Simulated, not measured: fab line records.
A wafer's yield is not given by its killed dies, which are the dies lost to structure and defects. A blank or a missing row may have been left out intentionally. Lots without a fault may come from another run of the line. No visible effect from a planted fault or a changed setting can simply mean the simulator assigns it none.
Chamber matching	flow nandHarc	NHARC_A_WL_FILL_ETCHBACK_26 on rieSi-04 has 4 sister chambers
The step etches the open film in HBr, target depth 52 nm, time 13.3 s. 18 wafers are shown with their chamber, then 9 later ones without.

== WAFERS WITH THEIR CHAMBER ==
wafer	chamber	drypumpMotorCurrentA (A)	biasW (W)	throttleValvePct (%)
L074.1	3	5.3	59.92	23.260
L074.5	3	5.3	60.05	23.255
L074.6	2	6.3	60.10	23.257
L079.2	0	5.8	60.01	23.271
L079.3	1	6.1	60.23	23.274
L079.6	0	5.8	60.36	23.254
L078.3	2	6.4	59.83	23.256
L078.4	0	5.8	59.70	23.288
L078.6	0	5.8	59.66	23.251
L080.2	3	5.3	59.87	23.277
L080.3	0	5.8	60.01	23.265
L080.4	2	6.3	60.02	23.255
L084.1	1	6.2	60.07	23.260
L084.5	2	6.3	59.95	23.262
L084.6	3	5.3	60.24	23.251
L086.1	3	5.3	60.14	23.278
L086.3	2	6.3	60.26	23.259
L086.5	0	5.8	59.92	23.281

SIGNATURES (averages over the wafers above)
reading	chamber 0	chamber 1	chamber 2	chamber 3	scatter within a chamber
drypumpMotorCurrentA	5.800	6.150	6.320	5.300	0.0305
biasW	59.9433	60.1500	60.0320	60.0440	0.195
throttleValvePct	23.26833	23.26700	23.25780	23.26420	0.0114
Rule: distance of a wafer from a chamber = root of the sum over the readings of ((wafer's reading minus chamber's mean) / reading's scatter) squared. The wafer belongs to the nearest chamber; if the next one is less than 2 further off, it can't be placed. How the scatter is found: for the shown wafers, subtract from each reading the mean of its chamber, square and add these, divide the total by (wafers less chambers), then take the root.

== WAFERS MISSING THEIR CHAMBER ==
wafer	drypumpMotorCurrentA (A)	biasW (W)	throttleValvePct (%)
L085.2	6.3	59.99	23.259
L085.5	6.3	60.05	23.272
L085.6	6.2	59.82	23.267
L094.1	6.3	59.99	23.263
L094.3	6.2	60.19	23.254
L094.6	5.3	60.04	23.277
L096.1	5.3	59.66	23.274
L096.2	6.3	60.10	23.268
L096.3	5.8	60.00	23.268

== THE CHAMBER EACH PASSED THROUGH ==
wafer	from the rows above	in truth
L085.2	2	2
L085.5	2	2
L085.6	can't be placed: 1 or 2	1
L094.1	2	2
L094.3	1	1
L094.6	3	3
L096.1	3	3
L096.2	2	2
L096.3	0	0
Placed correctly: 8 of 9. These rows do not allow placing 1 (true chamber among the candidates in 1). Wrongly placed: 0.
